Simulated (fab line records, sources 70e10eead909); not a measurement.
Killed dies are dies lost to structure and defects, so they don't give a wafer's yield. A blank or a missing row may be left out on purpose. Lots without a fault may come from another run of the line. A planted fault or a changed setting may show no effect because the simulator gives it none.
Tool commonality check | flow nand_harc | 14 lots, 42 wafers sampled

WHY IT WAS OPENED
At NHARC_P_M2_THK_MEAS_24 the reading thk_nm is flagged on 2 of 14 lots. Wafers without a fault read 144.4 nm, standard deviation 1.4.
Rule: a lot is flagged when every wafer of it that has a number lies more than 4 standard deviations from that mean, or none has a number. The other lots count as sound.

lot  | measured     | on            | thk_nm (nm), wafer by wafer | flag
L544 | day 6 20:36  | film_metro-02 | 143.6 146.8 144.1           |
L549 | day 7 19:09  | film_metro-02 | 28.6 29.8 31.7              | FLAGGED
L548 | day 7 20:50  | film_metro-02 | 30.0 29.7 30.7              | FLAGGED
L552 | day 8 22:08  | film_metro-02 | 147.0 145.2 144.8           |
L555 | day 9 18:25  | film_metro-01 | 143.1 144.1 146.7           |
L556 | day 9 20:28  | film_metro-02 | 145.4 146.3 143.8           |
L557 | day 10 12:33 | film_metro-01 | 145.6 143.7 144.6           |
L560 | day 10 16:41 | film_metro-01 | 145.3 143.3 145.3           |
L559 | day 10 16:44 | film_metro-02 | 143.0 145.2 144.7           |
L561 | day 10 21:52 | film_metro-02 | 141.4 142.0 143.4           |
L562 | day 11 05:28 | film_metro-01 | 145.8 147.3 144.4           |
L563 | day 11 11:31 | film_metro-02 | 145.5 144.9 144.6           |
L564 | day 11 12:51 | film_metro-02 | 145.0 146.0 145.2           |
L565 | day 12 01:26 | film_metro-01 | 145.5 144.7 145.2           |
The numbers of the flagged lots are 30.1 nm on average: -114.3 nm against the usual, or -82 standard deviations.

WHICH TOOL RAN EACH LOT
The record holds 3 process steps before the reading, out of a route of 1159 steps. In each cell: the tool, then ch and the chambers that the sampled wafers went through, then the start.
lot  | flag    | NHARC_P_M2_DESCUM_14               | NHARC_P_M2_ECD_22              | NHARC_P_M2_CMP_23
L544 |         | rie_diel-09 ch 0,1,3, day 6 18:10  | ecd_cu-02 ch 0,1, day 6 19:39  | cmp-02 ch 0,3, day 6 20:17
L549 | FLAGGED | rie_diel-13 ch 1,2,3, day 7 16:43  | ecd_cu-02 ch 0,1, day 7 18:10  | cmp-01 ch 0,1,2, day 7 18:50
L548 | FLAGGED | rie_diel-13 ch 0,1,3, day 7 18:24  | ecd_cu-01 ch 0,1, day 7 19:48  | cmp-02 ch 1,2,3, day 7 20:37
L552 |         | rie_diel-10 ch 1,2,3, day 8 19:26  | ecd_cu-01 ch 0,1, day 8 21:13  | cmp-04 ch 0,1,3, day 8 21:52
L555 |         | rie_diel-09 ch 0,1,2, day 9 15:59  | ecd_cu-02 ch 0,1, day 9 17:23  | cmp-02 ch 0,1, day 9 18:06
L556 |         | rie_diel-13 ch 1,2, day 9 18:02    | ecd_cu-02 ch 0,1, day 9 19:27  | cmp-04 ch 1,2, day 9 20:10
L557 |         | rie_diel-09 ch 0,2,3, day 10 09:49 | ecd_cu-02 ch 0,1, day 10 11:23 | cmp-02 ch 1,3, day 10 12:14
L560 |         | rie_diel-13 ch 1,2,3, day 10 13:23 | ecd_cu-01 ch 0,1, day 10 15:42 | cmp-04 ch 0,1,2, day 10 16:23
L559 |         | rie_diel-10 ch 0,1,2, day 10 14:05 | ecd_cu-02 ch 0, day 10 15:44   | cmp-02 ch 0,2, day 10 16:27
L561 |         | rie_diel-13 ch 0,3, day 10 19:20   | ecd_cu-01 ch 0,1, day 10 20:55 | cmp-01 ch 0,1,3, day 10 21:36
L562 |         | rie_diel-10 ch 0,1,2, day 11 03:02 | ecd_cu-01 ch 0,1, day 11 04:26 | cmp-04 ch 0,2,3, day 11 05:08
L563 |         | rie_diel-13 ch 0,1, day 11 09:05   | ecd_cu-01 ch 0,1, day 11 10:28 | cmp-02 ch 0,1,2, day 11 11:13
L564 |         | rie_diel-13 ch 1,3, day 11 10:25   | ecd_cu-02 ch 0,1, day 11 11:49 | cmp-04 ch 0,2,3, day 11 12:35
L565 |         | rie_diel-13 ch 0,1,2, day 11 23:01 | ecd_cu-02 ch 0,1, day 12 00:24 | cmp-02 ch 1,2,3, day 12 01:07
What these steps do:
- NHARC_P_M2_DESCUM_14: chemistry O2, time 3 s.
- NHARC_P_M2_ECD_22: material Cu, target thk 400 nm.
- NHARC_P_M2_CMP_23: polishes, t overpolish 20 s, target thk 144.3 nm.
- NHARC_P_M2_THK_MEAS_24: measures by xrf.

FLAGGED OVER TOTAL, TOOL BY TOOL (the gauges that took the reading come last)
step                   | tool          | lots run | flagged | share of the flagged lots | sound lots run after its first flagged lot
NHARC_P_M2_DESCUM_14   | rie_diel-09   | 3        | 0       | none                      | -
NHARC_P_M2_DESCUM_14   | rie_diel-10   | 3        | 0       | none                      | -
NHARC_P_M2_DESCUM_14   | rie_diel-13   | 8        | 2       | all                       | 6 (L556,L560,L561,L563,L564,L565)
NHARC_P_M2_ECD_22      | ecd_cu-01     | 6        | 1       | some                      | 5 (L552,L560,L561,L562,L563)
NHARC_P_M2_ECD_22      | ecd_cu-02     | 8        | 1       | some                      | 6 (L555,L556,L557,L559,L564,L565)
NHARC_P_M2_CMP_23      | cmp-01        | 2        | 1       | some                      | 1 (L561)
NHARC_P_M2_CMP_23      | cmp-02        | 7        | 1       | some                      | 5 (L555,L557,L559,L563,L565)
NHARC_P_M2_CMP_23      | cmp-04        | 5        | 0       | none                      | -
NHARC_P_M2_THK_MEAS_24 | film_metro-01 | 5        | 0       | none                      | -
NHARC_P_M2_THK_MEAS_24 | film_metro-02 | 9        | 2       | all                       | 6 (L552,L556,L559,L561,L563,L564)

WHAT THE TABLE ALLOWS
2 rows of the table ran every flagged lot: rie_diel-13 at NHARC_P_M2_DESCUM_14, film_metro-02 at NHARC_P_M2_THK_MEAS_24.
- rie_diel-13 at NHARC_P_M2_DESCUM_14: 2 of its 8 lots flagged. Sound lots ran on it after the first flagged one (L556, L560, L561, L563, L564, L565), which a lasting fault on the whole tool wouldn't allow.
- film_metro-02 at NHARC_P_M2_THK_MEAS_24: 2 of its 9 lots flagged. Sound lots ran on it after the first flagged one (L552, L556, L559, L561, L563, L564), which a lasting fault on the whole tool wouldn't allow.
No row of the table ran every flagged lot and no sound lot after the first.

WHAT THE SIMULATOR HAD PUT IN
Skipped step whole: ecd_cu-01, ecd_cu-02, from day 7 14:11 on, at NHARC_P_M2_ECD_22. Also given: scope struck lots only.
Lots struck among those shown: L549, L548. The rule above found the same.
